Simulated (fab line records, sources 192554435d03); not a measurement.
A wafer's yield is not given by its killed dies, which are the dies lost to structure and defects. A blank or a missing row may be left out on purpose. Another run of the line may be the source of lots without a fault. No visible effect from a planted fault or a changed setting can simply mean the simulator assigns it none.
A single fault, viewed from 3 desks + flow n5 finfet + each desk holds nothing but its own numbers, with what lay behind them at the end

THE DEFECT DESK
What the inspections along the route counted, lot by lot: means of the sampled wafers that have a number. Marked OUT: a lot whose mean sits more than 4 standard deviations from the usual mean, which makes it out of limits; the brackets give that distance.
Columns: A = raw defect count at N5_BEOL_M4_INSPECT_13, usual 420
| lot  | first seen here | A   |
|------|-----------------|-----|
| L897 | day 7 21:40     | 402 |
| L896 | day 8 09:56     | 335 |
| L908 | day 10 18:24    | 436 |
| L913 | day 11 19:00    | 326 |
| L918 | day 13 05:22    | 704 |
This desk's verdict: no lot among the 5 shows anything out of limits.

METROLOGY DESK
Means of the sampled wafers that have a number, per lot and without regard to the tool the lot ran on: this is what the gauges read. Marked OUT: a lot whose mean sits more than 4 standard deviations from the usual mean, which makes it out of limits; the brackets give that distance. Shown here are 7 of its 12 readings, the ones lying furthest out on some lot.
Columns: A = M4_OVL at N5_BEOL_M4_OVL_MEAS_12, usual -0.4 nm; B = DIBL_P at N5_BEOL_M4_RC_MEAS_101, usual 37.1 mV/V; C = IOFF_P at N5_BEOL_M4_RC_MEAS_101, usual 0.23 nA/um; D = ION_N at N5_BEOL_M4_RC_MEAS_101, usual 673 uA/um; E = ION_P at N5_BEOL_M4_RC_MEAS_101, usual 462 uA/um; F = SS_P at N5_BEOL_M4_RC_MEAS_101, usual 73.6 mV/dec; G = VT_P at N5_BEOL_M4_RC_MEAS_101, usual -249.7 mV
| lot  | first seen here | A    | B    | C    | D   | E   | F    | G      |
|------|-----------------|------|------|------|-----|-----|------|--------|
| L897 | day 7 21:34     | -0.4 | 37.0 | 0.23 | 666 | 460 | 73.8 | -247.3 |
| L896 | day 8 09:50     | -0.6 | 37.2 | 0.18 | 665 | 450 | 73.0 | -253.8 |
| L908 | day 10 18:19    | 0.5  | 36.1 | 0.21 | 663 | 458 | 72.9 | -250.7 |
| L913 | day 11 18:55    | -0.2 | 35.8 | 0.20 | 663 | 459 | 72.6 | -251.8 |
| L918 | day 13 05:17    | -1.5 | 33.8 | 0.18 | 653 | 450 | 72.7 | -253.6 |
This desk's verdict: no lot among the 5 shows anything out of limits.

THE TOOL OWNER'S DESK: rie metal-02
The tool's own readings at N5_BEOL_M4_HM_OPEN_17 (chemistry Cl2/BCl3, target TiN, target depth 20 nm, overetch 6 nm): means of the sampled wafers that have a number, for each lot that ran on this tool. Marked OUT: a lot whose mean sits more than 4 standard deviations from the usual mean, which makes it out of limits; the brackets give that distance.
Columns: A = drypump motor current A at N5_BEOL_M4_HM_OPEN_17, usual 5.82 A; B = oes product au at N5_BEOL_M4_HM_OPEN_17, usual 0.67 a.u.; C = throttle valve pct at N5_BEOL_M4_HM_OPEN_17, usual 22.2 %
| lot  | first seen here | A    | B    | C    |
|------|-----------------|------|------|------|
| L896 | day 8 10:38     | 5.93 | 0.70 | 22.5 |
| L908 | day 10 19:58    | 5.90 | 0.69 | 22.5 |
This desk's verdict: no lot among the 2 shows anything out of limits.

TAKEN TOGETHER
No out-of-limits result turned up at the defect desk.
At the metrology desk, nothing out of limits was observed.
The tool owner's desk saw nothing out of limits.

WHAT THE SIMULATOR PUT IN
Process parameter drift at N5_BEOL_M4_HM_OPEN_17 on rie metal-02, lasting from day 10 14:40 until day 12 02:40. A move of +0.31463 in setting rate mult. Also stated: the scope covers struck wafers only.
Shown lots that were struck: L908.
